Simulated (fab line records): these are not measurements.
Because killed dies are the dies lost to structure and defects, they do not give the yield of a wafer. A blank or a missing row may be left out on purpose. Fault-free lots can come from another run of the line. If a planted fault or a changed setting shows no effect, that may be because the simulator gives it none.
A single fault, viewed from 2 desks :: flow n5_finfet :: each desk holds nothing but its own numbers, with what lay behind them at the end

== FROM THE METROLOGY DESK ==
Means of the sampled wafers that have a number, per lot and without regard to the tool the lot ran on: this is what the gauges read. Marked OUT: a lot whose mean sits more than 4 standard deviations from the usual mean, which makes it out of limits; the brackets give that distance. Of its 11 readings 7 are shown: those that lie furthest out on some lot.
Columns: A = DIBL_N at N5_BEOL_M4_RC_MEAS_101, usual 36.3 mV/V; B = DIBL_P at N5_BEOL_M4_RC_MEAS_101, usual 36.5 mV/V; C = IOFF_N at N5_BEOL_M4_RC_MEAS_101, usual 0.163 nA/um; D = IOFF_P at N5_BEOL_M4_RC_MEAS_101, usual 0.22 nA/um; E = SS_N at N5_BEOL_M4_RC_MEAS_101, usual 71.5 mV/dec; F = SS_P at N5_BEOL_M4_RC_MEAS_101, usual 73.3 mV/dec; G = VT_N at N5_BEOL_M4_RC_MEAS_101, usual 249.3 mV
lot: L702
first seen here: day 5 12:22
A: 36.7
B: 35.8
C: 0.165
D: 0.24
E: 71.8
F: 73.2
G: 247.4

lot: L705
first seen here: day 6 05:25
A: 36.5
B: 37.5
C: 0.174
D: 0.21
E: 71.4
F: 74.3
G: 246.8

lot: L708
first seen here: day 6 23:16
A: 34.2
B: 35.3
C: 0.135
D: 0.17
E: 71.3
F: 72.5
G: 250.5

lot: L709
first seen here: day 7 05:46
A: 39.1
B: 38.0
C: 0.225
D: 0.28
E: 72.2
F: 73.9
G: 244.6

lot: L710
first seen here: day 7 16:22
A: 35.7
B: 36.1
C: 0.161
D: 0.22
E: 71.1
F: 73.5
G: 250.3

lot: L719
first seen here: day 9 22:19
A: 34.2
B: 34.0
C: 0.125
D: 0.21
E: 71.2
F: 72.6
G: 255.6

lot: L720
first seen here: day 10 02:26
A: 36.4
B: 39.6
C: 0.174
D: 0.24
E: 71.7
F: 73.1
G: 248.5

lot: L721
first seen here: day 10 06:14
A: 35.9
B: 36.1
C: 0.147
D: 0.20
E: 71.2
F: 72.9
G: 251.8

lot: L722
first seen here: day 10 12:23
A: 35.5
B: 36.2
C: 0.159
D: 0.21
E: 71.7
F: 73.6
G: 250.7

lot: L723
first seen here: day 11 01:13
A: 37.1
B: 36.8
C: 0.185
D: 0.26
E: 71.8
F: 73.8
G: 245.9
This desk found nothing out of limits on any of the 10 lots.

== THE TOOL OWNER'S DESK: ald_sin-03 ==
The tool's own readings at N5_MOL_CONTACT_COAG_ALD_123 (deposits SiNx, target thk 5 nm, pulse time 1 s, purge time 2 s): means of the sampled wafers that have a number, for each lot that ran on this tool. Marked OUT: a lot whose mean sits more than 4 standard deviations from the usual mean, which makes it out of limits; the brackets give that distance.
Columns: A = heater_power_outer_w at N5_MOL_CONTACT_COAG_ALD_123, usual 542 W; B = heater_power_w at N5_MOL_CONTACT_COAG_ALD_123, usual 873 W; C = precursor_pulse_height_rel at N5_MOL_CONTACT_COAG_ALD_123, usual 1.000; D = susceptor_temp_C at N5_MOL_CONTACT_COAG_ALD_123, usual 400.00 C
lot: L702
first seen here: day 5 11:23
A: 527
B: 847
C: 1.000
D: 400.26

lot: L705
first seen here: day 6 04:27
A: 537
B: 855
C: 1.001
D: 400.11

lot: L708
first seen here: day 6 22:18
A: 532
B: 816
C: 0.995
D: 403.61 (+15) OUT

lot: L709
first seen here: day 7 04:47
A: 541
B: 849
C: 1.010
D: 401.88 (+7.8) OUT

lot: L720
first seen here: day 10 01:35
A: 548
B: 900
C: 0.994
D: 400.02

lot: L722
first seen here: day 10 11:31
A: 522
B: 811
C: 0.996
D: 400.01

lot: L723
first seen here: day 11 00:15
A: 514
B: 830
C: 1.007
D: 400.18
This desk's finding: out of limits on L708, L709; first on L708, day 6 22:18 (susceptor_temp_C at N5_MOL_CONTACT_COAG_ALD_123). In limits: L702, L705, L720, L722, L723.

== ALL TOGETHER ==
The tool owner's desk could have raised an alarm at day 6 22:18, on L708, L709.
The metrology desk saw nothing out of limits.
The metrology desk has L708, L709 on record, within its limits.
Of the lots named, all ran N5_MOL_CONTACT_COAG_ALD_123 on ald_sin-03.

== WHAT THE SIMULATOR PUT IN ==
ald_sin-03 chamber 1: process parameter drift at N5_MOL_CONTACT_COAG_ALD_123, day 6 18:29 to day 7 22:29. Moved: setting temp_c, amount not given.
Lots struck among those shown: L708, L709.
Each desk's first reading out of limits, in hours after the fault started: the tool owner's desk, 4.
